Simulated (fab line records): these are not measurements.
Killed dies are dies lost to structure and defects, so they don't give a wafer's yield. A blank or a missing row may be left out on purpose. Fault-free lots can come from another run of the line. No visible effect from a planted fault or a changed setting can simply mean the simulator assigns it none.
Struck lot and sound lot, side by side / flow nand_harc / 14 out of 1302 route steps
Sound: these wafers, L382.4, L382.5, L382.6. Wafers L375.1, L375.4, L375.5 were the ones struck. Last of all comes the cause.
Each step with rows lists, per side, the tool, then ch with its chambers, then its first start. Under that, the readings that differ: sound wafers / struck wafers / difference of the means / sigmas: that difference in standard deviations of wafers without a fault.
alike: readings with means less than 2 such deviations apart, plus words and numbers identical on both sides. not compared: withheld readings, readings lacking a value on some wafer, bounds such as >300 that could conceal the same value, and numbers that have no deviation in the record and whose values overlap.
A row with sigmas, a row that says differs or no value, or rows on one side alone: a step with any of these is where the two part. Non-overlapping numbers with no deviation appear without sigmas and do not part them. A reading missing from all wafers of one side parts the sides only when that side holds two or more wafers.

NHARC_A_STAIRCASE_ETCH_169: etches the open film in CH3F/O2, target depth 50 nm, time 107.1 s.
  sound on rie_diel-01 ch 1,2,3, day 23 09:13; struck on rie_diel-01 ch 1,3, day 20 03:34
  alike: drypump_motor_current_A, oes_product_au, rf_vpp_V, showerhead_plenum_p_Torr, throttle_valve_pct
  not compared: rf_hours_counter_h
NHARC_A_STAIRCASE_ETCH_170: etches the open film in C4F6/O2, target depth 200 nm, time 66.667 s.
  sound: rie_diel-01 ch 1,2,3; struck: rie_diel-01 ch 0,1,2
  alike: drypump_motor_current_A, oes_product_au, rf_vpp_V, showerhead_plenum_p_Torr, throttle_valve_pct
  not compared: rf_hours_counter_h
NHARC_A_STAIRCASE_STRIP_171: strips in O2.
  sound on plasma_asher-01 ch 0,1, day 23 09:32; struck on plasma_asher-01 ch 1, day 20 03:55
  alike: drypump_motor_current_A, heater_power_w
  not compared: rf_hours_counter_h
then, 9 steps without rows for these wafers: NHARC_A_STAIRCASE_STRIP_172 (strips in SPM, time 900 s); NHARC_A_STAIRCASE_PRECLEAN_173 (cleans in SC1); NHARC_A_STAIRCASE_SRD_174; NHARC_A_STAIRCASE_DEHYDRATE_01 (time 120 s); NHARC_A_STAIRCASE_HMDS_02 (time 30 s); NHARC_A_STAIRCASE_COAT_03; NHARC_A_STAIRCASE_SOFTBAKE_04 (time 170 s); NHARC_A_STAIRCASE_EBR_05; NHARC_A_STAIRCASE_EXPOSE_06 (exposes mask STAIR).
NHARC_A_STAIRCASE_PEB_07: peb time 130 s.
  sound on litho_track-02 ch 0, day 23 10:38; struck on litho_track-05, day 20 05:08
  no value came back on the struck wafers for chill_plate_temp_C (C), exhaust_pa (Pa), heater_power_total_W (W), peb_time_s (s); on the sound wafers chill_plate_temp_C (C) reads 23.12 23.15 23.08
then, 1 step without rows for these wafers: NHARC_A_STAIRCASE_DEVELOP_08 (time 140 s).

## WHERE THEY PART
Within this record, at NHARC_A_STAIRCASE_PEB_07 only.

WHY: what had been put in by the simulator
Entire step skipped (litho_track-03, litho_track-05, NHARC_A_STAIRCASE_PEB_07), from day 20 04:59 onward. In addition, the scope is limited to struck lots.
